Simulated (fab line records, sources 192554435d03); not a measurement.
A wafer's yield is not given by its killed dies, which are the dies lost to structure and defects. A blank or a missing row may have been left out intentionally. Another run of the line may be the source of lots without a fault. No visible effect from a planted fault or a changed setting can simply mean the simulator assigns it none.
Matching of chambers || flow n5_finfet || N5_BEOL_M7_STRIP_67 on rie_diel-02 has 4 sister chambers
The step strips in CF4. 4 wafers are shown with their chamber, then 8 later ones without.

WAFERS, EACH WITH ITS CHAMBER
{"wafer": "L085.5", "chamber": 2, "drypump_motor_current_A (A)": 6.7}
{"wafer": "L088.3", "chamber": 0, "drypump_motor_current_A (A)": 5.1}
{"wafer": "L088.5", "chamber": 3, "drypump_motor_current_A (A)": 6.5}
{"wafer": "L089.1", "chamber": 1, "drypump_motor_current_A (A)": 6.2}

WAFERS WHOSE CHAMBER IS MISSING
{"wafer": "L089.2", "drypump_motor_current_A (A)": 5.0}
{"wafer": "L089.4", "drypump_motor_current_A (A)": 6.7}
{"wafer": "L095.1", "drypump_motor_current_A (A)": 6.7}
{"wafer": "L095.3", "drypump_motor_current_A (A)": 6.2}
{"wafer": "L095.4", "drypump_motor_current_A (A)": 6.2}
{"wafer": "L094.1", "drypump_motor_current_A (A)": 6.7}
{"wafer": "L094.4", "drypump_motor_current_A (A)": 6.4}
{"wafer": "L094.6", "drypump_motor_current_A (A)": 6.2}

EACH ONE'S CHAMBER
{"wafer": "L089.2", "from the rows above": 0, "in truth": 0}
{"wafer": "L089.4", "from the rows above": 2, "in truth": 2}
{"wafer": "L095.1", "from the rows above": 2, "in truth": 2}
{"wafer": "L095.3", "from the rows above": 1, "in truth": 1}
{"wafer": "L095.4", "from the rows above": 1, "in truth": 1}
{"wafer": "L094.1", "from the rows above": 2, "in truth": 2}
{"wafer": "L094.4", "from the rows above": 3, "in truth": 3}
{"wafer": "L094.6", "from the rows above": 1, "in truth": 1}
8 of 8 placed correctly. From these rows, 0 cannot be placed. Number placed wrongly: 0.
How it was worked out, from the rows above alone: a wafer's distance from a chamber is the root of the sum, over the readings, of the square of ((its reading less the chamber's mean) divided by the reading's scatter). The wafer belongs to the nearest chamber; if the next one is less than 2 further off, it can't be placed. A chamber's mean is the mean of its shown wafers. The scatter: with one shown wafer a chamber, the root of the mean of the squares of how far each hidden wafer lies from its nearest shown one.
